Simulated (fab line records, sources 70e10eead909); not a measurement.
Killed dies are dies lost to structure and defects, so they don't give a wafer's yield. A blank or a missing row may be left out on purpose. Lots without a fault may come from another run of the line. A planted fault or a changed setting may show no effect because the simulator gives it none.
Chamber matching | flow nand_harc | NHARC_A_STAIRCASE_ALD_420 on ald_hk-04: 4 sister chambers
The step deposits SiO2, target thk 20 nm, pulse time 6 s, ald cycles 200. 14 wafers are shown with their chamber, then 7 later ones without.

WAFERS WITH THEIR CHAMBER
wafer  | chamber | heater_power_w (W) | precursor_pulse_height_rel
L076.1 | 3       | 440                | 1.009
L076.5 | 0       | 434                | 1.028
L076.6 | 3       | 433                | 0.993
L078.1 | 2       | 452                | 0.996
L078.2 | 3       | 436                | 0.995
L078.4 | 1       | 483                | 1.049
L084.1 | 3       | 425                | 1.006
L084.2 | 2       | 447                | 0.996
L084.5 | 3       | 450                | 1.042
L086.1 | 1       | 481                | 1.026
L086.5 | 3       | 434                | 1.038
L086.6 | 0       | 441                | 0.998
L088.2 | 0       | 430                | 0.966
L088.3 | 3       | 436                | 0.964

SIGNATURES (means of the wafers above)
reading                    | chamber 0 | chamber 1 | chamber 2 | chamber 3 | scatter within a chamber
heater_power_w             | 435.00    | 482.00    | 449.50    | 436.29    | 6.5
precursor_pulse_height_rel | 0.99733   | 1.03750   | 0.99600   | 1.00671   | 0.0256
Rule: a wafer's distance from a chamber is the root of the sum, over the readings, of the square of ((its reading less the chamber's mean) divided by the reading's scatter). The wafer belongs to the nearest chamber; if the next one is less than 2 further off, it can't be placed. The scatter: the root of (the sum of the squares of (reading less its chamber's mean) over the shown wafers, divided by (wafers less chambers)).

WAFERS WITHOUT THEIR CHAMBER
wafer  | heater_power_w (W) | precursor_pulse_height_rel
L088.6 | 440                | 0.963
L091.1 | 465                | 0.982
L091.3 | 458                | 0.980
L091.4 | 437                | 0.992
L094.4 | 463                | 1.004
L094.5 | 454                | 1.030
L094.6 | 426                | 1.002

WHICH CHAMBER EACH WENT THROUGH
wafer  | from the rows above          | in truth
L088.6 | can't be placed: 0 or 3 or 2 | 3
L091.1 | can't be placed: 2 or 1      | 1
L091.3 | 2                            | 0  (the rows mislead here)
L091.4 | can't be placed: 0 or 3 or 2 | 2
L094.4 | can't be placed: 2 or 1      | 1
L094.5 | can't be placed: 2 or 3 or 0 | 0
L094.6 | can't be placed: 0 or 3      | 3
Placed correctly: 0 of 7. Can't be placed from these rows: 6 (the true chamber is among the candidates in 6). Placed wrongly: 1.
